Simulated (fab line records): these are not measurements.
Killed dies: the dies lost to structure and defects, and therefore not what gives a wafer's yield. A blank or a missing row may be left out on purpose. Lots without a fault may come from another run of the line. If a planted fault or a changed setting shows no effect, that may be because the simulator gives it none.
Chamber matching + flow nand harc + rie diel-13 running NHARC_A_STAIRCASE_DESCUM_443: 4 sister chambers
The step chemistry O2, time 3 s. 8 wafers are shown with their chamber, then 11 later ones without.

WAFERS PAIRED WITH THEIR CHAMBERS
| wafer  | chamber | drypump motor current A (A) | showerhead plenum p Torr (Torr) |
|--------|---------|-----------------------------|---------------------------------|
| L081.2 | 3       | 5.3                         | 1.83                            |
| L081.5 | 0       | 6.4                         | 1.85                            |
| L083.1 | 1       | 5.3                         | 2.02                            |
| L083.2 | 3       | 5.2                         | 1.82                            |
| L084.1 | 2       | 5.2                         | 1.86                            |
| L084.3 | 0       | 6.3                         | 1.84                            |
| L084.5 | 2       | 5.2                         | 1.86                            |
| L085.1 | 1       | 5.3                         | 2.02                            |

WAFERS WITHOUT THEIR CHAMBER
| wafer  | drypump motor current A (A) | showerhead plenum p Torr (Torr) |
|--------|-----------------------------|---------------------------------|
| L085.2 | 5.2                         | 1.86                            |
| L085.5 | 6.4                         | 1.84                            |
| L090.3 | 5.3                         | 2.02                            |
| L090.5 | 5.2                         | 1.85                            |
| L090.6 | 5.3                         | 2.02                            |
| L093.2 | 5.2                         | 1.81                            |
| L093.5 | 6.4                         | 1.83                            |
| L093.6 | 5.2                         | 1.81                            |
| L096.3 | 5.2                         | 1.81                            |
| L096.4 | 5.3                         | 2.01                            |
| L096.6 | 5.3                         | 2.01                            |

WHICH CHAMBER EACH ONE RAN IN
| wafer  | from the rows above | in truth |
|--------|---------------------|----------|
| L085.2 | 2                   | 2        |
| L085.5 | 0                   | 0        |
| L090.3 | 1                   | 1        |
| L090.5 | 2                   | 2        |
| L090.6 | 1                   | 1        |
| L093.2 | 3                   | 3        |
| L093.5 | 0                   | 0        |
| L093.6 | 3                   | 3        |
| L096.3 | 3                   | 3        |
| L096.4 | 1                   | 1        |
| L096.6 | 1                   | 1        |
Placed correctly: 11 of 11. Number that these rows cannot place: 0. Placed wrongly: 0.
How it was worked out, from the rows above alone: a wafer's distance from a chamber is the root of the sum, over the readings, of the square of ((its reading less the chamber's mean) divided by the reading's scatter). If the next closest chamber is less than 2 further off than the closest, the wafer can't be placed; otherwise it belongs to the closest. A chamber's mean is the mean of its shown wafers. The scatter: the root of (the sum of the squares of (reading less its chamber's mean) over the shown wafers, divided by (wafers less chambers)).
